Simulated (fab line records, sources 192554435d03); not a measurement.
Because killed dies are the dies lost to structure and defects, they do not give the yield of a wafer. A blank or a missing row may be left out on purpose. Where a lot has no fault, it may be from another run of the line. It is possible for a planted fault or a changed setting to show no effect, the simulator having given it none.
Which tool did it? -- flow n5Finfet -- 11 lots, 33 wafers sampled, at 2 steps of a route of 1938

== WHAT THE GAUGES SHOWED, per wafer ==
N5_BEOL_M4_THK_MEAS_01.
lot,measured,on,M4_ILD_THK (nm)
L453,day 8 08:40,filmMetro-01,79.0 78.2 80.1
L454,day 8 09:03,filmMetro-01,78.0 78.8 79.0
L455,day 9 04:43,filmMetro-01,79.6 80.0 79.8
L456,day 9 11:57,filmMetro-02,80.2 77.8 82.3
L458,day 9 13:43,filmMetro-01,81.4 79.9 80.0
L460,day 9 17:17,filmMetro-01,79.0 80.4 79.3
L461,day 9 21:04,filmMetro-02,79.0 80.3 80.5
L464,day 11 10:14,filmMetro-02,77.4 78.4 80.1
L467,day 11 20:08,filmMetro-01,78.8 82.1 79.6
L471,day 12 10:12,filmMetro-02,77.4 80.4 78.5
L474,day 13 06:04,filmMetro-02,78.4 78.7 76.7

== WHAT TOOL EACH LOT RAN ON (gives the tool, then ch and the chambers of the sampled wafers, and finally the start) ==
lot,N5_BEOL_M3_ANNEAL_95
L453,"pvdSputter-02, day 8 07:21"
L454,"pvdSputter-03, day 8 07:29"
L455,"pvdSputter-01, day 9 03:03"
L456,"pvdSputter-03, day 9 10:36"
L458,"pvdSputter-02, day 9 12:07"
L460,"pvdSputter-02, day 9 15:56"
L461,"pvdSputter-01, day 9 19:41"
L464,"pvdSputter-02, day 11 08:55"
L467,"pvdSputter-01, day 11 18:47"
L471,"pvdSputter-02, day 12 08:53"
L474,"pvdSputter-03, day 13 04:41"
- N5_BEOL_M3_ANNEAL_95: time 240 s.

== THE ANSWER, worked out from the rows above alone ==
Rule: the usual values come from the lots themselves. The widest of any qualifying gaps counts: lots, ordered by their means at a reading, are off when they make up no more than a third of the lots, leave a main group of 4 or more, and stand apart from it by 3 or more times the standard deviation of that group's means. Not used: any main group whose means are identical at the precision the tables above print for the reading. A lot without any number at a reading at which 4 lots or more have one is off too. Where the step has rows for the other lots, those lots are counted as sound.
None of the lots is off at any reading shown; this tells nothing.

== WHAT THE SIMULATOR PUT IN ==
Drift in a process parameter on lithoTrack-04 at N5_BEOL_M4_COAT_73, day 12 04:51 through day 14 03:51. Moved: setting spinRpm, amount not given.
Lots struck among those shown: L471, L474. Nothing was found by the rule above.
